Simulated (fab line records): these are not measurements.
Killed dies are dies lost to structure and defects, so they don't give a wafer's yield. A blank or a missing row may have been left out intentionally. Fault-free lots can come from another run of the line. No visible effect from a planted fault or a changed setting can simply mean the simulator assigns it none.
Matching of chambers || flow n5_finfet || rie_diel-06 running N5_FIN_CUT_STRIP_22: 4 sister chambers
The step strips in N2/H2. 4 wafers are shown with their chamber, then 10 later ones without.

== WAFERS PAIRED WITH THEIR CHAMBERS ==
{"wafer": "L082.6", "chamber": 2, "showerhead_plenum_p_Torr (Torr)": 3.45}
{"wafer": "L086.3", "chamber": 0, "showerhead_plenum_p_Torr (Torr)": 3.36}
{"wafer": "L087.2", "chamber": 1, "showerhead_plenum_p_Torr (Torr)": 3.45}
{"wafer": "L087.3", "chamber": 3, "showerhead_plenum_p_Torr (Torr)": 3.27}

== WAFERS WITH NO CHAMBER GIVEN ==
{"wafer": "L087.5", "showerhead_plenum_p_Torr (Torr)": 3.36}
{"wafer": "L088.3", "showerhead_plenum_p_Torr (Torr)": 3.36}
{"wafer": "L088.5", "showerhead_plenum_p_Torr (Torr)": 3.45}
{"wafer": "L088.6", "showerhead_plenum_p_Torr (Torr)": 3.44}
{"wafer": "L093.1", "showerhead_plenum_p_Torr (Torr)": 3.27}
{"wafer": "L093.5", "showerhead_plenum_p_Torr (Torr)": 3.44}
{"wafer": "L093.6", "showerhead_plenum_p_Torr (Torr)": 3.45}
{"wafer": "L094.2", "showerhead_plenum_p_Torr (Torr)": 3.44}
{"wafer": "L094.3", "showerhead_plenum_p_Torr (Torr)": 3.36}
{"wafer": "L094.4", "showerhead_plenum_p_Torr (Torr)": 3.44}

== WHICH CHAMBER EACH ONE RAN IN ==
{"wafer": "L087.5", "from the rows above": 0, "in truth": 0}
{"wafer": "L088.3", "from the rows above": 0, "in truth": 0}
{"wafer": "L088.5", "from the rows above": "can't be placed: 1 or 2", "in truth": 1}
{"wafer": "L088.6", "from the rows above": "can't be placed: 1 or 2", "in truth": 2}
{"wafer": "L093.1", "from the rows above": 3, "in truth": 3}
{"wafer": "L093.5", "from the rows above": "can't be placed: 1 or 2", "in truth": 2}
{"wafer": "L093.6", "from the rows above": "can't be placed: 1 or 2", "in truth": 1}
{"wafer": "L094.2", "from the rows above": "can't be placed: 1 or 2", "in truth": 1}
{"wafer": "L094.3", "from the rows above": 0, "in truth": 0}
{"wafer": "L094.4", "from the rows above": "can't be placed: 1 or 2", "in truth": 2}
4 of 10 placed correctly. These rows do not allow placing 6 (true chamber among the candidates in 6). Placed wrongly: 0.
How it was worked out, from the rows above alone: a wafer's distance from a chamber is the root of the sum, over the readings, of the square of ((its reading less the chamber's mean) divided by the reading's scatter). If the next closest chamber is less than 2 further off than the closest, the wafer can't be placed; otherwise it belongs to the closest. For every chamber, the mean is computed from those of its wafers that are shown. The scatter: root of mean squared gap, hidden wafer to nearest shown wafer, with one shown wafer a chamber.
